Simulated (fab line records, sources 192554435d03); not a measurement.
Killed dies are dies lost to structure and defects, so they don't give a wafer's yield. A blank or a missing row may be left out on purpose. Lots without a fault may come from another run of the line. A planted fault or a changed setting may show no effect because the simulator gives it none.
One fault seen from 2 desks | flow n5_finfet | each desk has only its own numbers; what lay behind them comes last

THE TOOL OWNER'S DESK: rie_diel-03
The tool's own readings at N5_BEOL_M2_TRENCH_ETCH_37 (etches SiOC in C4F6/O2, target depth 55.555 nm, time 29.2 s): means of the sampled wafers that have a number, for each lot that ran on this tool. A lot is out of limits, marked OUT, if its mean lies more than 4 standard deviations from the usual mean; the brackets give that distance.
Columns: A = drypump_motor_current_A at N5_BEOL_M2_TRENCH_ETCH_37, usual 5.9 A; B = mfc_ar_sccm at N5_BEOL_M2_TRENCH_ETCH_37, usual 300.0 sccm; C = oes_product_au at N5_BEOL_M2_TRENCH_ETCH_37, usual 0.77 a.u.; D = rf_fwd_power_W at N5_BEOL_M2_TRENCH_ETCH_37, usual 349.2 W; E = rf_vpp_V at N5_BEOL_M2_TRENCH_ETCH_37, usual 661 V; F = showerhead_plenum_p_Torr at N5_BEOL_M2_TRENCH_ETCH_37, usual 2.84 Torr; G = throttle_valve_pct at N5_BEOL_M2_TRENCH_ETCH_37, usual 20.81 %
lot  | first seen here | A   | B     | C    | D               | E              | F    | G
L308 | day 7 04:41     | 6.0 | 299.1 | 0.84 | 350.1           | 665            | 2.85 | 20.95
L315 | day 8 20:08     | 5.8 | 299.2 | 0.79 | 285.2 (-40) OUT | 734 (+6.7) OUT | 2.81 | 20.80
L316 | day 8 22:51     | 5.7 | 299.8 | 0.79 | 285.9 (-40) OUT | 742 (+7.4) OUT | 2.84 | 21.08
L326 | day 11 20:35    | 5.9 | 299.8 | 0.85 | 348.9           | 665            | 2.78 | 20.85
L329 | day 12 18:54    | 6.0 | 300.7 | 0.84 | 347.8           | 661            | 2.84 | 20.91
This desk's finding: out of limits on L315, L316; first on L315, day 8 20:08 (rf_fwd_power_W at N5_BEOL_M2_TRENCH_ETCH_37). In limits: L308, L326, L329.

THE METROLOGY DESK
What the gauges read, lot by lot, whatever tool the lot ran on: means of the sampled wafers that have a number. A lot is out of limits, marked OUT, if its mean lies more than 4 standard deviations from the usual mean; the brackets give that distance. Of its 11 readings 7 are shown: those that lie furthest out on some lot.
Columns: A = trench_depth_nm at N5_BEOL_M2_OCD_MEAS_38, usual 55.5 nm; B = IOFF_N at N5_BEOL_M4_RC_MEAS_101, usual 0.16 nA/um; C = IOFF_P at N5_BEOL_M4_RC_MEAS_101, usual 0.22 nA/um; D = ION_N at N5_BEOL_M4_RC_MEAS_101, usual 673 uA/um; E = ION_P at N5_BEOL_M4_RC_MEAS_101, usual 463 uA/um; F = SS_P at N5_BEOL_M4_RC_MEAS_101, usual 73.3 mV/dec; G = VT_P at N5_BEOL_M4_RC_MEAS_101, usual -249 mV
lot  | first seen here | A    | B    | C    | D   | E   | F    | G
L308 | day 7 04:50     | 56.5 | 0.20 | 0.24 | 682 | 458 | 74.3 | -249
L315 | day 8 20:17     | 52.6 | 0.19 | 0.19 | 678 | 454 | 73.8 | -253
L316 | day 8 23:01     | 52.0 | 0.18 | 0.23 | 672 | 464 | 73.9 | -250
L325 | day 11 06:42    | 54.6 | 0.13 | 0.18 | 661 | 459 | 72.6 | -252
L326 | day 11 20:44    | 56.6 | 0.14 | 0.22 | 673 | 464 | 72.8 | -249
L330 | day 12 14:17    | 55.0 | 0.14 | 0.22 | 669 | 465 | 72.5 | -247
L328 | day 12 18:14    | 55.9 | 0.22 | 0.32 | 697 | 484 | 73.7 | -242
L329 | day 12 19:03    | 56.4 | 0.16 | 0.21 | 668 | 459 | 73.3 | -250
This desk's finding: nothing out of limits on any of the 8 lots.

PUT TOGETHER
The tool owner's desk could have raised an alarm at day 8 20:08, on L315, L316.
The metrology desk saw nothing out of limits.
The metrology desk has L315, L316 on record, within its limits.
Of the lots named, all ran N5_BEOL_M2_TRENCH_ETCH_37 on rie_diel-03.

WHAT THE SIMULATOR HAD PUT IN
Process parameter drift: rie_diel-03, from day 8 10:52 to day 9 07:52, at N5_BEOL_M2_TRENCH_ETCH_37. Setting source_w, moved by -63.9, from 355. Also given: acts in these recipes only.
Lots struck among those shown: L315, L316.
Hours from the fault's start to each desk's first reading out of limits: the tool owner's desk, 9.
